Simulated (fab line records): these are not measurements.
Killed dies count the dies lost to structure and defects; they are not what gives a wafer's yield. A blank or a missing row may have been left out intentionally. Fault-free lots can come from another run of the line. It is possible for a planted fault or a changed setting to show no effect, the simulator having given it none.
2 desks, one fault ; flow nand_harc ; numbers are kept per desk, each desk with only its own; the story behind them comes last

THE METROLOGY DESK
Lot by lot, what the gauges showed, no matter which tool ran the lot: averages of those sampled wafers that carry a number. Marked OUT: a lot whose mean sits more than 4 standard deviations from the usual mean, which makes it out of limits; the brackets give that distance.
Columns: A = cd_nm at NHARC_P_M1_CD_MEAS_09, usual 129.9 nm
lot;first seen here;A
L387;day 6 09:23;130.2
L388;day 6 17:26;129.2
L389;day 7 05:14;128.7
L390;day 7 09:35;130.4
L391;day 8 00:38;129.9
L392;day 8 08:17;130.3
L393;day 8 20:10;129.4
L394;day 9 09:58;130.3
L396;day 10 05:26;129.4
L397;day 10 11:29;129.9
L398;day 10 20:52;128.9
L400;day 11 19:49;130.8
L404;day 13 04:49;110.5 (-28) OUT
L408;day 14 21:33;114.9 (-22) OUT
Finding of this desk: L404, L408 out of limits; the first was L404 at day 13 04:49, on cd_nm at NHARC_P_M1_CD_MEAS_09. Within limits: L387, L388, L389, L390, L391, L392, L393, L394, L396, L397, L398, L400.

AT THE TOOL OWNER'S DESK: arfi_scanner-01
The tool's own readings at NHARC_P_M1_EXPOSE_06 (exposes mask P M1, target cd 130 nm): means of the sampled wafers that have a number, for each lot that ran on this tool. Marked OUT: a lot whose mean sits more than 4 standard deviations from the usual mean, which makes it out of limits; the brackets give that distance.
Columns: A = exposure_dose_mJ_cm2 at NHARC_P_M1_EXPOSE_06, usual 81.88
lot;first seen here;A
L388;day 6 17:17;81.89
L389;day 7 05:05;81.84
L392;day 8 08:08;81.95
L394;day 9 09:49;81.99
L400;day 11 19:41;81.89
L404;day 13 04:41;58.71 (-99 or more) OUT
L408;day 14 21:25;63.51 (-99 or more) OUT
Finding of this desk: L404, L408 out of limits; the first was L404 at day 13 04:41, on exposure_dose_mJ_cm2 at NHARC_P_M1_EXPOSE_06. Within limits: L388, L389, L392, L394, L400.

PUT TOGETHER
An alarm could have come from the tool owner's desk at day 13 04:41, on L404, L408.
Metrology desk: alarm possible at day 13 04:49 on L404, L408.
The lots listed all ran NHARC_P_M1_EXPOSE_06 on arfi_scanner-01.

WHAT THE SIMULATOR PUT IN
Process parameter drift: arfi_scanner-01, from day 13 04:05 on, at NHARC_P_M1_EXPOSE_06. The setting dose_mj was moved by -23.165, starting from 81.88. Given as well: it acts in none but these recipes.
Shown lots that were struck: L404, L408.
Hours from the fault's start to each desk's first reading out of limits: the tool owner's desk, 1; the metrology desk, 1.
